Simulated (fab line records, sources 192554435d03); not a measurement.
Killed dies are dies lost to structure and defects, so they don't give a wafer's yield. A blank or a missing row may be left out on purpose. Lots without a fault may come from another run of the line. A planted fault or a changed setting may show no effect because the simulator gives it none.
Which tool did it? | flow n5_finfet | 9 lots, 27 wafers sampled, at 6 steps of a route of 1938

WHAT THE GAUGES READ, wafer by wafer
N5_BEOL_M4_RC_MEAS_101. Usual: DIBL_N 36.8 mV/V, standard deviation 2.1; DIBL_P 37.1 mV/V, standard deviation 2.2; IOFF_N 0.18 nA/um, standard deviation 0.037; IOFF_P 0.23 nA/um, standard deviation 0.041; ION_N 682 uA/um, standard deviation 13; ION_P 467 uA/um, standard deviation 8.6; SS_N 71.7 mV/dec, standard deviation 0.61; SS_P 73.5 mV/dec, standard deviation 0.6; VT_N 248 mV, standard deviation 3.4; VT_P -249 mV, standard deviation 3.5.
lot  | measured     | on        | DIBL_N (mV/V)  | DIBL_P (mV/V)  | IOFF_N (nA/um) | IOFF_P (nA/um) | ION_N (uA/um) | ION_P (uA/um) | SS_N (mV/dec)  | SS_P (mV/dec)  | VT_N (mV)   | VT_P (mV)      | flag
L826 | day 7 21:26  | prober-01 | 35.8 36.0 37.5 | 36.0 36.6 38.2 | 0.16 0.16 0.18 | 0.24 0.24 0.26 | 689 682 693   | 488 473 484   | 71.3 71.6 71.4 | 73.0 73.7 73.5 | 246 248 246 | -246 -245 -244 |
L832 | day 9 13:36  | prober-01 | 37.9 37.7 36.2 | 37.5 38.5 37.0 | 0.18 0.18 0.14 | 0.21 0.22 0.19 | 657 675 659   | 445 456 449   | 72.1 71.6 71.4 | 73.3 73.6 72.8 | 250 247 253 | -250 -253 -251 |
L844 | day 12 08:43 | prober-02 | 36.3 35.7 32.1 | 37.1 35.9 32.2 | 0.17 0.15 0.10 | 0.23 0.21 0.16 | 673 678 661   | 467 473 458   | 71.9 71.7 71.4 | 73.9 73.5 72.7 | 248 250 255 | -248 -248 -254 |
L845 | day 12 17:45 | prober-02 | 34.4 35.2 35.3 | 33.9 34.6 35.2 | 0.13 0.15 0.15 | 0.19 0.20 0.20 | 686 679 676   | 464 471 469   | 70.8 71.1 71.8 | 72.9 72.9 72.9 | 250 246 250 | -247 -250 -249 |
L846 | day 13 06:46 | prober-02 | 38.5 34.8 36.3 | 39.1 34.6 36.2 | 0.22 0.14 0.18 | 0.26 0.18 0.21 | 699 669 696   | 473 467 472   | 71.3 70.4 70.7 | 75.0 73.3 73.9 | 245 253 247 | -248 -249 -251 |
L847 | day 13 14:47 | prober-01 | 37.0 37.0 39.1 | 39.5 39.3 41.5 | 0.20 0.19 0.24 | 0.29 0.29 0.33 | 694 685 696   | 475 476 480   | 72.4 71.6 73.0 | 74.0 73.7 74.6 | 245 247 244 | -242 -242 -242 |
L849 | day 13 18:50 | prober-01 | 36.3 38.0 37.9 | 35.6 38.2 38.1 | 0.15 0.18 0.18 | 0.20 0.25 0.24 | 679 682 688   | 466 469 469   | 71.5 72.5 71.8 | 73.2 74.5 73.6 | 249 248 249 | -251 -249 -247 |

WHICH TOOL RAN EACH LOT (tool, then ch and the chambers of the sampled wafers, then the start)
lot  | N5_BEOL_M1_VIA_ETCH_34             | N5_BEOL_M1_DEGAS_44          | N5_BEOL_M1_CVD_47                | N5_BEOL_M1_ANNEAL_49         | N5_BEOL_M1_CMP_52
L826 | rie_diel-05 ch 2,3, day 6 05:06    | pvd_sputter-02, day 6 05:37  | cvd_co-01 ch 0,2, day 6 06:02    | pvd_sputter-01, day 6 06:17  | cmp-03 ch 0,2,3, day 6 09:05
L832 | rie_diel-05 ch 0,1,2, day 8 01:57  | pvd_sputter-02, day 8 02:24  | cvd_co-02 ch 0,2, day 8 02:55    | pvd_sputter-03, day 8 03:20  | cmp-04 ch 0,1,2, day 8 05:35
L837 | rie_diel-05 ch 1,3, day 9 04:44    | pvd_sputter-03, day 9 05:41  | cvd_co-02 ch 0,2, day 9 06:48    | pvd_sputter-02, day 9 07:19  | cmp-04 ch 0,2, day 9 09:45
L838 | rie_diel-01 ch 0,2,3, day 9 12:13  | pvd_sputter-01, day 9 12:40  | cvd_co-02 ch 0,1,2, day 9 13:14  | pvd_sputter-01, day 9 13:36  | cmp-03 ch 0,1,3, day 9 15:52
L844 | rie_diel-01 ch 2,3, day 10 18:36   | pvd_sputter-01, day 10 19:20 | cvd_co-02 ch 0,2, day 10 19:49   | pvd_sputter-03, day 10 20:05 | cmp-02 ch 0,2,3, day 10 22:39
L845 | rie_diel-04 ch 2,3, day 10 21:25   | pvd_sputter-01, day 10 22:09 | cvd_co-02 ch 0,1, day 10 22:40   | pvd_sputter-03, day 10 22:54 | cmp-02 ch 1,3, day 11 02:12
L846 | rie_diel-04 ch 2,3, day 11 09:31   | pvd_sputter-02, day 11 10:16 | cvd_co-02 ch 0,1,2, day 11 11:11 | pvd_sputter-02, day 11 11:26 | cmp-02 ch 0,3, day 11 13:36
L847 | rie_diel-04 ch 0,1,3, day 11 12:58 | pvd_sputter-02, day 11 13:53 | cvd_co-02 ch 1,2, day 11 14:35   | pvd_sputter-01, day 11 14:50 | cmp-04 ch 1,2,3, day 11 17:05
L849 | rie_diel-04 ch 0,1, day 11 23:05   | pvd_sputter-01, day 11 23:56 | cvd_co-02 ch 0,1, day 12 00:20   | pvd_sputter-03, day 12 00:39 | cmp-02 ch 1,3, day 12 02:49
- N5_BEOL_M1_VIA_ETCH_34: etches the open film in C4F6/O2, target depth 67.8 nm, time 64.4 s.
- N5_BEOL_M1_DEGAS_44: time 60 s.
- N5_BEOL_M1_CVD_47: deposits Co from CCTBA/H2, target thk 3 nm, time 223.8 s.
- N5_BEOL_M1_ANNEAL_49: time 240 s.
- N5_BEOL_M1_CMP_52: polishes, stops on SiOC, t overpolish 6.8 s, target thk 40 nm.

WHAT THE TOOLS THEMSELVES READ (means of the sampled wafers that have a number; where no wafer has one, the mark that the record gives instead)
N5_BEOL_M1_VIA_ETCH_34. Usual: drypump_motor_current_A 5.7 A, standard deviation 0.38; oes_product_au 0.77 a.u., standard deviation 0.082; rf_vpp_V 665 V, standard deviation 16; showerhead_plenum_p_Torr 2.83 Torr, standard deviation 0.11; throttle_valve_pct 30.7 %, standard deviation 0.31.
lot  | tool        | drypump_motor_current_A (A) | oes_product_au (a.u.) | rf_vpp_V (V) | showerhead_plenum_p_Torr (Torr) | throttle_valve_pct (%) | flag
L826 | rie_diel-05 | 5.6                         | 0.87                  | 658          | 2.86                            | 30.4                   |
L832 | rie_diel-05 | 5.7                         | 0.79                  | 662          | 2.75                            | 30.8                   |
L837 | rie_diel-05 | 5.7                         | 0.76                  | 643          | 2.68                            | 30.9                   |
L838 | rie_diel-01 | 5.4                         | 0.79                  | 677          | 2.93                            | 30.7                   |
L844 | rie_diel-01 | 5.5                         | 0.69                  | 676          | 2.93                            | 30.8                   |
L845 | rie_diel-04 | 5.5                         | 0.78                  | 661          | 2.81                            | 30.3                   |
L846 | rie_diel-04 | 5.5                         | 0.78                  | 661          | 2.81                            | 30.3                   |
L847 | rie_diel-04 | 6.1                         | 0.78                  | 659          | 2.85                            | 30.7                   |
L849 | rie_diel-04 | 6.5                         | 0.73                  | 662          | 2.87                            | 30.7                   |

N5_BEOL_M1_DEGAS_44. Usual: heater_power_w 335 W, standard deviation 36.
lot  | tool           | heater_power_w (W) | flag
L826 | pvd_sputter-02 | 321                |
L832 | pvd_sputter-02 | 370                |
L837 | pvd_sputter-03 | 316                |
L838 | pvd_sputter-01 | 363                |
L844 | pvd_sputter-01 | 366                |
L845 | pvd_sputter-01 | 347                |
L846 | pvd_sputter-02 | 290                |
L847 | pvd_sputter-02 | 343                |
L849 | pvd_sputter-01 | 344                |

N5_BEOL_M1_CVD_47. Usual: chamber_pressure_Torr 30.00 Torr, standard deviation 0.064; run_length_s 246.6 s, standard deviation 0.38.
lot  | tool      | chamber_pressure_Torr (Torr) | run_length_s (s) | flag
L826 | cvd_co-01 | 29.99                        | 246.8            |
L832 | cvd_co-02 | 29.94                        | 246.4            |
L837 | cvd_co-02 | -                            | -                | OFF
L838 | cvd_co-02 | -                            | -                | OFF
L844 | cvd_co-02 | 30.01                        | 246.5            |
L845 | cvd_co-02 | 29.98                        | 246.4            |
L846 | cvd_co-02 | 30.03                        | 246.2            |
L847 | cvd_co-02 | 29.98                        | 246.4            |
L849 | cvd_co-02 | 29.96                        | 246.5            |

N5_BEOL_M1_ANNEAL_49. Usual: heater_power_w 834 W, standard deviation 86.
lot  | tool           | heater_power_w (W) | flag
L826 | pvd_sputter-01 | 842                |
L832 | pvd_sputter-03 | 833                |
L837 | pvd_sputter-02 | 858                |
L838 | pvd_sputter-01 | 859                |
L844 | pvd_sputter-03 | 798                |
L845 | pvd_sputter-03 | 801                |
L846 | pvd_sputter-02 | 787                |
L847 | pvd_sputter-01 | 925                |
L849 | pvd_sputter-03 | 789                |

N5_BEOL_M1_CMP_52. Usual: barrier_field_endpoint_s 24.2 s, standard deviation 0.59; motor_current_A 5.8 A, standard deviation 0.74; pad_life_wafers 1116, standard deviation 480.
lot  | tool   | barrier_field_endpoint_s (s) | motor_current_A (A) | pad_life_wafers | flag
L826 | cmp-03 | 25.1                         | 5.5                 | 788             |
L832 | cmp-04 | 24.0                         | 6.4                 | 908             |
L837 | cmp-04 | 20.9                         | 5.7                 | 1100            | OFF
L838 | cmp-03 | 20.9                         | 5.6                 | 1382            | OFF
L844 | cmp-02 | 24.4                         | 5.8                 | 356             |
L845 | cmp-02 | 23.6                         | 5.3                 | 379             |
L846 | cmp-02 | 24.4                         | 5.2                 | 474             |
L847 | cmp-04 | 24.2                         | 6.4                 | 1616            |
L849 | cmp-02 | 24.7                         | 5.2                 | 589             |

THE ANSWER, worked out from the rows above alone
Rule: a lot is off if the mean of its wafers that have a number lies more than 3 standard deviations from the usual mean. A lot without any number at a reading at which 4 lots or more have one is off too. The other lots that the step has rows for count as sound. The gauges are gone through in route order, then the tools' own readings, and for those a lot's mean is taken as printed above. The first step at which some lot is off is used, and at that step the reading that is off furthest; a lot without a number counts as furthest.
Off: L837, L838, at N5_BEOL_M1_CVD_47 (chamber_pressure_Torr). Without a number there: L837, L838.
A tool fits if, at that step or a process step before it, it ran every lot that is off, and no sound lot after the first of them. None of those tried fits.

WHAT THE SIMULATOR HAD PUT IN
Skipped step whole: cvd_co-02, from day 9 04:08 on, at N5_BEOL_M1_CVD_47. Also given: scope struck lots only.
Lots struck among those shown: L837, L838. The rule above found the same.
